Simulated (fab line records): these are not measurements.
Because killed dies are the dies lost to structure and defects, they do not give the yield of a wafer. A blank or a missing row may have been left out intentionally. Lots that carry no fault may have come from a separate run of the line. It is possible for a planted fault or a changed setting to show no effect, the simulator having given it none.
Chamber matching + flow nand_harc + rie_si-03 running NHARC_P_STI_ETCH_15: 4 sister chambers
The step etches the open film in HBr/Cl2, target depth 300 nm, time 100.1 s. 20 wafers are shown with their chamber, then 10 later ones without.

WAFERS, EACH WITH ITS CHAMBER
| wafer  | chamber | drypump_motor_current_A (A) | oes_product_au (a.u.) | throttle_valve_pct (%) |
|--------|---------|-----------------------------|-----------------------|------------------------|
| L080.1 | 0       | 6.0                         | 1.000                 | 26.422                 |
| L080.4 | 3       | 5.3                         | 1.007                 | 26.417                 |
| L080.5 | 0       | 6.0                         | 0.998                 | 26.398                 |
| L081.3 | 3       | 5.3                         | 0.993                 | 26.394                 |
| L081.4 | 0       | 6.0                         | 1.002                 | 26.417                 |
| L081.5 | 3       | 5.3                         | 0.994                 | 26.414                 |
| L082.1 | 2       | 5.0                         | 1.010                 | 26.411                 |
| L082.3 | 3       | 5.3                         | 1.011                 | 26.407                 |
| L082.6 | 1       | 5.2                         | 1.003                 | 26.403                 |
| L083.1 | 2       | 4.9                         | 1.008                 | 26.413                 |
| L083.4 | 3       | 5.3                         | 1.020                 | 26.418                 |
| L083.5 | 0       | 6.0                         | 1.014                 | 26.408                 |
| L084.3 | 1       | 5.2                         | 1.003                 | 26.410                 |
| L084.4 | 0       | 6.0                         | 1.000                 | 26.416                 |
| L084.6 | 2       | 4.9                         | 1.011                 | 26.398                 |
| L085.3 | 1       | 5.2                         | 0.990                 | 26.410                 |
| L085.5 | 1       | 5.2                         | 0.996                 | 26.422                 |
| L085.6 | 2       | 5.0                         | 1.000                 | 26.409                 |
| L086.2 | 0       | 6.0                         | 1.004                 | 26.402                 |
| L086.4 | 2       | 4.9                         | 1.004                 | 26.429                 |

SIGNATURES, as means of the wafers listed above
| reading                 | chamber 0 | chamber 1 | chamber 2 | chamber 3 | scatter within a chamber |
|-------------------------|-----------|-----------|-----------|-----------|--------------------------|
| drypump_motor_current_A | 6.000     | 5.200     | 4.940     | 5.300     | 0.0274                   |
| oes_product_au          | 1.00300   | 0.99800   | 1.00660   | 1.00500   | 0.00749                  |
| throttle_valve_pct      | 26.41050  | 26.41125  | 26.41200  | 26.41000  | 0.00973                  |
Rule: a wafer's distance from a chamber is the root of the sum, over the readings, of the square of ((its reading less the chamber's mean) divided by the reading's scatter). If the next closest chamber is less than 2 further off than the closest, the wafer can't be placed; otherwise it belongs to the closest. The scatter: take each reading less its chamber's mean, square it, sum over the shown wafers, divide by the number of wafers less the number of chambers, and take the root.

WAFERS WITHOUT THEIR CHAMBER
| wafer  | drypump_motor_current_A (A) | oes_product_au (a.u.) | throttle_valve_pct (%) |
|--------|-----------------------------|-----------------------|------------------------|
| L086.5 | 5.3                         | 0.995                 | 26.408                 |
| L089.4 | 5.3                         | 0.998                 | 26.408                 |
| L089.5 | 6.0                         | 0.994                 | 26.391                 |
| L089.6 | 5.0                         | 1.002                 | 26.386                 |
| L090.2 | 6.0                         | 1.008                 | 26.431                 |
| L090.4 | 5.3                         | 1.010                 | 26.403                 |
| L090.5 | 5.0                         | 1.011                 | 26.415                 |
| L095.3 | 6.0                         | 1.003                 | 26.399                 |
| L095.5 | 5.3                         | 1.017                 | 26.401                 |
| L095.6 | 6.0                         | 1.002                 | 26.395                 |

CHAMBER TAKEN BY EACH
| wafer  | from the rows above | in truth |
|--------|---------------------|----------|
| L086.5 | 3                   | 3        |
| L089.4 | 3                   | 3        |
| L089.5 | 0                   | 0        |
| L089.6 | 2                   | 2        |
| L090.2 | 0                   | 0        |
| L090.4 | 3                   | 3        |
| L090.5 | 2                   | 2        |
| L095.3 | 0                   | 0        |
| L095.5 | 3                   | 3        |
| L095.6 | 0                   | 0        |
Correct placement for 10 of the 10. Can't be placed from these rows: 0. 0 placed wrongly.
